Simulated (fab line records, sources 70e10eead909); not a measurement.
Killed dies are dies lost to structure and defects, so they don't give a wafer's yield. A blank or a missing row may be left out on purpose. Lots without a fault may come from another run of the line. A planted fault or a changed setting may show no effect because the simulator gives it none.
fab line records | flow nand_harc
record lots=6 wafers=18 last_day=33
route steps=1302 shown A_CHANNEL_FILL_D2@621 END@1302
lots that met no fault: from a run of the same line without faults
start_h: hours from the record's first day to the start of the lot's first wafer shown | wait_h: hours since the lot's step before | " the same as in the row above | L1.1+2: a row that stands for several wafers | - no value, or no start given | * or withheld: withheld | < > ~ a bound
route shown NAME@n: a module of which the file shows steps, and the number in the route of the first | usual: mean/standard deviation of fault-free wafers | same: alike in all rows | chamber/n: place in a boat | sites: the reading at each site | _std_site: their standard deviation | _edge_site: outer sites' mean less inner sites' | radius_mm: how far each site lies from the wafer's centre | mask NAME#n: copy n | behind: the tool/chamber that last shaped the wafer | hold: why the lot was held/for how many hours/how that ended | device: the transistor (n, p or np) that didn't switch | end of line: the same wafers' tests at the end of the route | a step without rows: its recipe alone | killed: dies lost to structure and defects at the first sort, not the wafer's yield | map: a wafer's dies, x killed, . not, _ none there
set.NAME: the setting as run; set.NAME@STEP: as run at that earlier step | model.NAME: the simulator's own value behind a step, which no gauge read
lots at some steps of the route; a table a step, a row a wafer
services: from which hour (start_h, from the record's first day; less than 0 if before it) a tool's chamber was out of use, for how many hours, and why
## steps
# step NHARC_A_CHANNEL_FILL_D2_STRIP_28
# recipe time_s=20 o2_flow_sccm=500 ar_flow_sccm=0 bias_w=0 chemistry=O2
# usual drypump_motor_current_A=5.8/0.38 oes_product_au=1.001/0.013 rf_vpp_V=57.6/0.82 showerhead_plenum_p_Torr=3.45/0.15 throttle_valve_pct=17.037/0.0083
# columns lot.wafer tool chamber start_h wait_h drypump_motor_current_A oes_product_au rf_hours_counter_h rf_vpp_V showerhead_plenum_p_Torr throttle_valve_pct
L457.3 rie_diel-06 0 375.58 0.1 5.8 1.016 15 58.2 3.27 17.027
L457.2 " 1 " " 5.3 1.005 13 57.6 3.40 17.023
L457.6 " 0 " " 5.8 1.018 - 57.6 3.27 17.035
L456.1 rie_diel-06 3 387.57 0.1 5.1 1.003 14 56.2 3.42 17.043
L456.2 " 0 " " 5.8 1.005 16 58.4 3.27 17.038
L456.4 " 1 " " 5.3 1.000 14 57.6 3.40 17.047
L464.3 rie_diel-01 1 453.03 0.1 5.9 0.981 2 57.1 3.36 17.021
L464.4 " 2 " " 6.4 1.013 2 57.5 3.39 17.025
L464.5 " 2 " " 6.3 1.012 - 57.6 3.39 17.038
L469.3 rie_diel-12 0 502.73 0.1 6.2 0.980 2 57.9 3.43 17.029
L469.2 " 1 " " 5.6 1.001 2 58.3 3.73 17.034
L469.1 " 2 " " 5.2 0.999 2 58.1 3.33 17.043
L470.2 rie_diel-12 0 514.92 0.1 6.2 0.991 2 55.9 3.43 17.039
L470.3 " 2 " " 5.1 1.013 2 58.8 3.33 17.037
L470.6 " 3 " " 5.7 1.021 - 58.0 3.79 17.019
L473.2 rie_diel-01 3 538.69 0.1 5.7 1.014 5 56.4 3.32 17.027
L473.3 " 0 " " 6.1 1.010 5 58.5 3.48 17.041
L473.5 " 1 " " 5.9 0.988 - 57.9 3.36 17.023
# step NHARC_A_CHANNEL_FILL_D2_PRECLEAN_21
# recipe time_s=30 chemistry=dHF
# step NHARC_A_CHANNEL_FILL_D2_SRD_23
# step NHARC_A_CHANNEL_FILL_D2_CVD_05
# recipe target_thk_a=50 temp_c=550 material=poly-Si
# step NHARC_A_CHANNEL_FILL_D2_ANNEAL_22
# recipe temp_c=620 time_s=7200
# step NHARC_A_CHANNEL_FILL_D2_ALD_25
# recipe target_thk_a=600 pulse_time_s=10 ald_cycles=600 temp_c=300 material=SiOx
# usual heater_power_w=461/40 precursor_pulse_height_rel=1.001/0.02
# columns lot.wafer tool chamber start_h wait_h heater_power_w precursor_pulse_height_rel
L457.2 ald_hk-03 3 393.66 4.6 510 0.970
L457.3 " 0 " " 406 1.015
L457.6 " 2 395.46 6.4 473 0.976
L456.1 ald_hk-02 3 399.69 0.9 471 1.057
L456.2 " 0 " " 524 0.999
L456.4 " 1 " " 526 0.980
L464.3 ald_hk-03 2 464.63 0.1 467 1.020
L464.4 " 3 " " 483 0.965
L464.5 " 3 467.71 3.1 484 1.005
L469.1 ald_hk-04 1 514.84 0.1 482 1.004
L469.3 " 2 " " 419 1.024
L469.2 " 3 " " 444 0.992
L470.2 ald_hk-03 1 527.98 1.3 451 0.993
L470.3 " 2 " " 470 1.004
L470.6 " 0 529.82 3.1 397 1.032
L473.3 ald_hk-03 0 551.05 0.7 400 1.025
L473.2 " 2 552.28 1.9 477 0.997
L473.5 " 0 553.50 3.1 399 0.973
# step NHARC_A_CHANNEL_FILL_D2_ETCHBACK_08
# recipe target_depth_a=2200 time_s=110 c4f8_flow_sccm=20 ar_flow_sccm=withheld rf_w=600 bias_w=300 chemistry=C4F8
# usual oes_product_au=0.97/0.037 rf_vpp_V=440/3.2
# columns lot.wafer tool chamber start_h wait_h oes_product_au rf_hours_counter_h rf_vpp_V
L457.2 rie_diel-01 1 - - 0.98 0.1 437
L457.3 " 2 " " 1.03 0.1 438
L457.6 " 0 " " 0.99 - 440
L456.1 rie_diel-01 3 - - 1.00 0.5 438
L456.2 " 1 " " 0.98 0.6 437
L456.4 " 2 " " 1.01 0.5 438
L464.3 rie_diel-01 3 - - 0.94 2.7 437
L464.4 " 1 " " 0.91 2.3 438
L464.5 " 3 " " 0.95 - 438
L469.1 rie_diel-01 2 - - 1.00 4.1 436
L469.2 " 0 " " 0.98 4.5 441
L469.3 " 1 " " 0.97 4.2 439
L470.3 rie_diel-01 3 - - 1.00 4.8 436
L470.2 " 0 " " 0.99 4.9 440
L470.6 " 2 " " 1.01 - 438
L473.2 rie_diel-12 0 - - 0.91 3.1 438
L473.3 " 3 " " 0.96 3.1 445
L473.5 " 0 " " 0.92 - 439
# step NHARC_A_CHANNEL_FILL_D2_STRIP_29
# recipe time_s=20 o2_flow_sccm=500 ar_flow_sccm=0 bias_w=0 chemistry=O2
# usual drypump_motor_current_A=5.9/0.36 oes_product_au=1.002/0.015 rf_vpp_V=57.7/0.89 showerhead_plenum_p_Torr=3.48/0.17 throttle_valve_pct=17.036/0.0086
# columns lot.wafer tool chamber start_h wait_h drypump_motor_current_A oes_product_au rf_hours_counter_h rf_vpp_V showerhead_plenum_p_Torr throttle_valve_pct
L457.2 rie_diel-01 1 - - 5.9 0.992 0.2 57.8 3.37 17.039
L457.3 " 2 " " 6.3 1.032 0.1 57.9 3.39 17.036
L457.6 " 1 " " 5.9 0.981 - 57.9 3.37 17.047
L456.1 rie_diel-01 3 - - 5.8 1.011 0.6 58.2 3.32 17.034
L456.2 " 0 " " 6.1 0.991 0.6 56.6 3.48 17.039
L456.4 " 1 " " 5.9 0.976 0.6 57.4 3.36 17.028
L464.4 rie_diel-01 2 - - 6.3 1.041 2.5 58.9 3.39 17.049
L464.3 " 3 " " 5.8 1.017 2.8 56.9 3.32 17.037
L464.5 " 1 " " 5.9 0.988 - 57.5 3.36 17.025
L469.1 rie_diel-01 1 - - 5.9 0.988 4.2 57.7 3.36 17.028
L469.2 " 2 " " 6.4 1.018 4.1 58.1 3.39 17.042
L469.3 " 3 " " 5.8 1.020 4.5 57.0 3.32 17.034
L470.2 rie_diel-01 2 - - 6.3 1.005 4.7 58.6 3.39 17.042
L470.3 " 0 " " 6.1 0.995 4.9 58.0 3.48 17.045
L470.6 " 1 " " 5.9 0.974 - 57.5 3.36 17.037
L473.2 rie_diel-12 0 - - 6.2 1.004 3.1 58.5 3.43 17.040
L473.3 " 1 " " 5.6 1.005 3.2 56.9 3.73 17.040
L473.5 " 0 " " 6.2 0.999 - 56.7 3.43 17.023
# step NHARC_A_CHANNEL_FILL_D2_PRECLEAN_30
# recipe time_s=30 chemistry=dHF
# step NHARC_A_CHANNEL_FILL_D2_SRD_31
# step NHARC_A_CHANNEL_FILL_D2_CVD_09
# recipe target_thk_a=1500 temp_c=620 pressure_mtorr=200 time_s=3000 material=poly-Si
# step NHARC_A_CHANNEL_FILL_D2_CMP_10
# recipe target_thk_nm=150
# usual motor_current_A=12.3/1.4 time_to_endpoint_s=14.7/2.4
# columns lot.wafer tool chamber start_h wait_h motor_current_A time_to_endpoint_s
L457.2 cmp-03 0 404.26 0.4 13.3 26.5
L457.3 " 1 " " 13.9 16.2
L457.6 " 3 " " 11.1 12.8
L456.1 cmp-03 0 411.03 0.4 12.7 12.2
L456.2 " 1 " " 13.3 28.9
L456.4 " 2 " " 10.7 31.5
L464.3 cmp-04 3 475.90 0.4 11.4 17.5
L464.4 " 0 " " 11.1 15.0
L464.5 " 3 " " 10.9 15.5
L469.2 cmp-04 3 526.25 0.4 11.4 11.4
L469.3 " 0 " " 11.1 13.1
L469.1 " 2 " " 12.8 15.9
L470.3 cmp-02 3 538.01 0.4 12.4 18.9
L470.2 " 2 " " 10.3 19.4
L470.6 " 0 " " 11.1 18.4
L473.2 cmp-03 2 561.71 0.4 10.7 16.2
L473.3 " 1 " " 13.8 13.9
L473.5 " 2 " " 11.3 15.7
# step NHARC_END_SORT_01
# recipe temp_c=25
# usual killed_at_array=64/20 killed_at_other=0.7/1.1 killed_at_periphery=3.6/2.7 killed_dies=68/20 killed_open=2.8/1.9 killed_short=2.3/1.5
# same gross_dies=677
# columns lot.wafer tool chamber start_h wait_h killed_at_array killed_at_other killed_at_periphery killed_dies killed_open killed_short
L464.3 prober-01 0 698.24 3.1 48 0 8 56 7 2
L464.4 prober-01 0 699.04 3.4 52 0 14 66 5 4
L464.5 prober-01 0 699.85 3.7 43 0 6 49 6 1
# killed by level:class
L464.3 A_CHANNEL_HOLE_D1:chamber_film_flake=31 A_STAIRCASE:chamber_film_flake=6 P_CONTACT:chamber_film_flake=3 P_CONTACT:geometric_particle:open=2 P_ZERO_WELL:chamber_film_flake=2 A_CONTACT:chamber_film_flake=2 A_ONON_D1:geometric_particle:open=1 A_CHANNEL_HOLE_D1:geometric_particle:open=1
L464.4 A_CHANNEL_HOLE_D1:chamber_film_flake=29 P_CONTACT:chamber_film_flake=6 A_SLIT:chamber_film_flake=5 P_STI:chamber_film_flake=4 A_SOURCE_PLATE:geometric_particle:open=2 P_M2:chamber_film_flake=2 A_STAIRCASE:chamber_film_flake=2 A_CHANNEL_HOLE_D2:chamber_film_flake=2
L464.5 A_CHANNEL_HOLE_D1:chamber_film_flake=32 P_ZERO_WELL:chamber_film_flake=3 A_STAIRCASE:chamber_film_flake=2 P_STI:chamber_film_flake=2 A_SOURCE_PLATE:geometric_particle:open=1 A_CHANNEL_HOLE_D1:geometric_particle:short=1 A_CHANNEL_FILL_D1:geometric_particle:open=1 A_ONON_D2:geometric_particle:open=1
## services
# columns tool chamber start_h hours kind
cmp-03 - 361.19 4.0 pm
rie_diel-06 3 370.81 2.7 repair
rie_diel-06 1 378.53 3.5 repair
rie_diel-01 1 379.58 2.2 repair
cmp-03 - 379.82 3.4 repair
rie_diel-01 - 380.80 9.0 pm
rie_diel-12 1 383.87 12.8 repair
cmp-04 - 385.02 0.3 repair
cmp-03 - 389.47 0.9 repair
cmp-04 - 405.93 4.0 pm
rie_diel-06 - 431.66 1.7 repair
rie_diel-06 3 437.32 1.9 repair
rie_diel-12 - 445.51 9.0 pm
rie_diel-06 0 453.81 4.4 repair
cmp-03 - 459.19 4.0 pm
rie_diel-12 0 468.24 1.4 repair
cmp-03 - 471.48 1.1 repair
rie_diel-06 - 482.69 7.1 repair
ald_hk-03 - 486.29 1.1 repair
cmp-03 - 487.95 1.4 repair
rie_diel-12 3 503.27 4.2 repair
cmp-03 - 507.61 4.1 repair
cmp-03 - 557.19 4.0 pm
rie_diel-01 - 557.80 9.0 pm
## key
first_sign step=NHARC_A_CHANNEL_FILL_D2_CMP_10 reading=time_to_endpoint_s direction=up sigmas=5.9 usual=* struck=*
effect none on later readings
met_at NHARC_A_CHANNEL_FILL_D2_CMP_10
struck_wafers L456.2,L456.4,L457.2
tester_left_out L456,L457
fault kind=process_parameter_drift tool=cmp-03 chamber=- onset_h=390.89 steps=NHARC_A_CHANNEL_FILL_D2_CMP_10 channel=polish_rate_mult offset=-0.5 shape=step end_h=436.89 scope=struck_wafers_only
# tester_left_out: of these lots the tester's yield and bins aren't shown, on N5 and GAA mostly nor the transistor test; their killed dies are dies lost to structure and defects alone, not to doping, threshold or leakage, so they don't give the yield
